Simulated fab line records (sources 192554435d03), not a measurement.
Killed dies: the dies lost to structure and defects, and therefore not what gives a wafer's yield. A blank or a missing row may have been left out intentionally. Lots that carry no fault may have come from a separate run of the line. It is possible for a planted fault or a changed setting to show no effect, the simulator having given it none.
2 desks looking at one fault -- flow n5 finfet -- what lay behind the numbers comes last; until then each desk has only its own

THE METROLOGY DESK
Means of the sampled wafers that have a number, per lot and without regard to the tool the lot ran on: this is what the gauges read. Marked OUT: a lot whose mean sits more than 4 standard deviations from the usual mean, which makes it out of limits; the brackets give that distance.
Columns: A = TV_OVL at N5_PASSIVATION_OVL_MEAS_60, usual 2 nm
lot,first seen here,A
L938,day 11 17:41,0
L939,day 11 21:13,1
L942,day 12 20:04,6
L941,day 13 00:43,5
L947,day 13 20:40,-2
L946,day 14 05:31,-6
L949,day 15 05:25,3
L953,day 16 11:11,6
L958,day 17 12:48,-2
L959,day 17 22:06,1
L961,day 18 18:11,0
Finding of this desk: none of the 11 lots has anything out of limits.

TOOL OWNER'S DESK, plasma asher-02
The tool's own readings at N5_HKMG_FIN_STRIP_88 (strips in N2/H2, time 360 s): means of the sampled wafers that have a number, for each lot that ran on this tool. Marked OUT: a lot whose mean sits more than 4 standard deviations from the usual mean, which makes it out of limits; the brackets give that distance.
Columns: A = drypump motor current A at N5_HKMG_FIN_STRIP_88, usual 5.75 A; B = heater power w at N5_HKMG_FIN_STRIP_88, usual 468 W
lot,first seen here,A,B
L938,day 4 06:37,5.73,451
L939,day 4 13:03,5.73,453
L941,day 4 22:19,5.75,455
L942,day 5 08:13,5.75,450
L946,day 6 08:53,5.74,456
L949,day 6 23:31,5.67,480
L958,day 9 08:05,5.74,456
L959,day 9 12:49,5.69,476
L961,day 10 03:26,5.74,451
Finding of this desk: none of the 9 lots has anything out of limits.

ALL TOGETHER
From the metrology desk's view, nothing was out of limits.
The desk of the tool owner found nothing out of limits.

WHAT THE SIMULATOR PUT IN
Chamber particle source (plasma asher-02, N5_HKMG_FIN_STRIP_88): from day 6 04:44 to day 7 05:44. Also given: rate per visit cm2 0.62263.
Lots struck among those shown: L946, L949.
